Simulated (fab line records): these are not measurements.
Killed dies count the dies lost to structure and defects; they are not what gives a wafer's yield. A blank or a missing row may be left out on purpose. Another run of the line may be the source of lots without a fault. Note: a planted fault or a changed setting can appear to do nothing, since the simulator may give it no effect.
Chamber matching	flow nandHarc	NHARC_P_M0_DEP_32 on pecvd-04: 3 sister chambers
The step deposits SiCN, target thk 30 nm. 3 wafers are shown with their chamber, then 7 later ones without.

## WAFERS PAIRED WITH THEIR CHAMBERS
wafer	chamber	showerheadVppV (V)
L111.3	0	1391
L116.1	1	1308
L116.3	2	1293

## WAFERS WITH NO CHAMBER GIVEN
wafer	showerheadVppV (V)
L116.6	1390
L118.1	1334
L118.2	1393
L118.4	1335
L121.2	1340
L121.3	1282
L121.6	1371

## WHICH CHAMBER EACH WENT THROUGH
wafer	from the rows above	in truth
L116.6	0	0
L118.1	can't be placed: 1 or 2 or 0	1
L118.2	0	0
L118.4	can't be placed: 1 or 2 or 0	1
L121.2	can't be placed: 1 or 2 or 0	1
L121.3	can't be placed: 2 or 1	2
L121.6	0	0
Correct placement for 3 of the 7. These rows do not allow placing 4 (true chamber among the candidates in 4). Wrongly placed: 0.
How it was worked out, from the rows above alone: a wafer's distance from a chamber is the root of the sum, over the readings, of the square of ((its reading less the chamber's mean) divided by the reading's scatter). If the next closest chamber is less than 2 further off than the closest, the wafer can't be placed; otherwise it belongs to the closest. The mean given for a chamber averages the wafers shown for that chamber. The scatter: root of mean squared gap, hidden wafer to nearest shown wafer, with one shown wafer a chamber.
